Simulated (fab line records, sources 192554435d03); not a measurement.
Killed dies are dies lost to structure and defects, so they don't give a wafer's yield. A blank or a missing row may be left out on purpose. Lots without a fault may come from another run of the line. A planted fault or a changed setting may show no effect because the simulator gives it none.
Split-lot experiment | flow n5_finfet | 7 lots, 21 wafers read, on a route of 1938 steps

THE SPLIT
At N5_HKMG_FIN_PEB_47 (peb time 60 s), the setting peb_time_s was moved away from the recipe's 60 s on 7 of the 21 wafers read, by -14.9% to +16.7%. The other wafers ran this setting at the recipe's value.

FROM THE SPLIT TO THE READING: what the file shows between them, 1 step
- N5_HKMG_FIN_DEVELOP_48: develop time 30 s

THE READING
cd_nm, in nm, at N5_HKMG_FIN_CD_MEAS_49 (target cd 202 nm). Fault-free wafers of this fab line usually give 202.3 nm, standard deviation 0.65 nm.

wafer  | tool, chamber at the split | peb_time_s as run, s | against the recipe | cd_nm, nm | against lot-mates on the recipe
L075.2 | litho_track-05, 0          | 70.04                | +16.7%             | 206.3     | +4.2
L075.3 | litho_track-05, 0          | 60                   | recipe             | 202.1     | -
L075.4 | litho_track-05, 0          | 60                   | recipe             | 202.1     | -
L077.3 | litho_track-05, 0          | 54.88                | -8.5%              | 199.1     | -3.0
L077.4 | litho_track-05, 0          | 60                   | recipe             | 202.6     | -
L077.6 | litho_track-05, 0          | 60                   | recipe             | 201.7     | -
L080.3 | litho_track-05, 0          | 51.03                | -14.9%             | 196.8     | -5.4
L080.4 | litho_track-05, 0          | 60                   | recipe             | 202.2     | -
L080.6 | litho_track-05, 0          | 51.03                | -14.9%             | 197.9     | -4.3
L084.1 | litho_track-04, 0          | 60                   | recipe             | 202.9     | -
L084.3 | litho_track-04, 0          | 69.72                | +16.2%             | 206.9     | +4.0
L084.5 | litho_track-04, 0          | 69.72                | +16.2%             | 207.4     | +4.5
L092.1 | litho_track-04, 0          | 60                   | recipe             | 202.4     | -
L092.3 | litho_track-04, 0          | 67.94                | +13.2%             | 206.2     | +3.8
L092.6 | litho_track-04, 0          | 60                   | recipe             | 202.4     | -
L095.1 | litho_track-04, 0          | 60                   | recipe             | 201.4     | -
L095.3 | litho_track-04, 0          | 60                   | recipe             | 202.7     | -
L095.6 | litho_track-04, 0          | 60                   | recipe             | 200.8     | -
L096.2 | litho_track-04, 0          | 60                   | recipe             | 202.0     | -
L096.3 | litho_track-04, 0          | 60                   | recipe             | 201.5     | -
L096.4 | litho_track-04, 0          | 60                   | recipe             | 201.3     | -

THE FIT
A straight line over all 21 wafers: cd_nm changes by +0.306 nm for each +1% of peb_time_s; r = +0.98; the points scatter about the line by 0.57 nm.
The same after taking each lot's own level away (the mean of its wafers on the recipe; 21 wafers): +0.289 nm for each +1%; r = +0.98; scatter 0.49 nm.
On that fit, the largest move of peb_time_s shifts the reading by 4.8 nm.
The lots' own levels span 201.60 to 202.90 nm, that is 2.0 times the standard deviation above.
So the lot-to-lot level changes the slope little: the two slopes agree.
Check: with one of the wafers moved furthest among these (+16.7%) left out of the fit, the line predicts +4.81 nm for it against its lot-mates. It came out at +4.2 nm against them.

OTHER SPLITS ON THESE WAFERS
These wafers also went through other splits before the reading. Each is held against what the fit with the lots' levels taken away leaves over:
other split on the same wafers | wafers away from the commonest value | r with cd_nm (lot level and that fit taken away)
N5_SDB_COAT_03 spin_rpm        | 10                                   | +0.02
N5_HKMG_FIN_COAT_43 spin_rpm   | 7                                    | +0.35

THE FILE'S OWN FIT
cd_nm changes by +0.285 nm for each +1% of peb_time_s, r = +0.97.
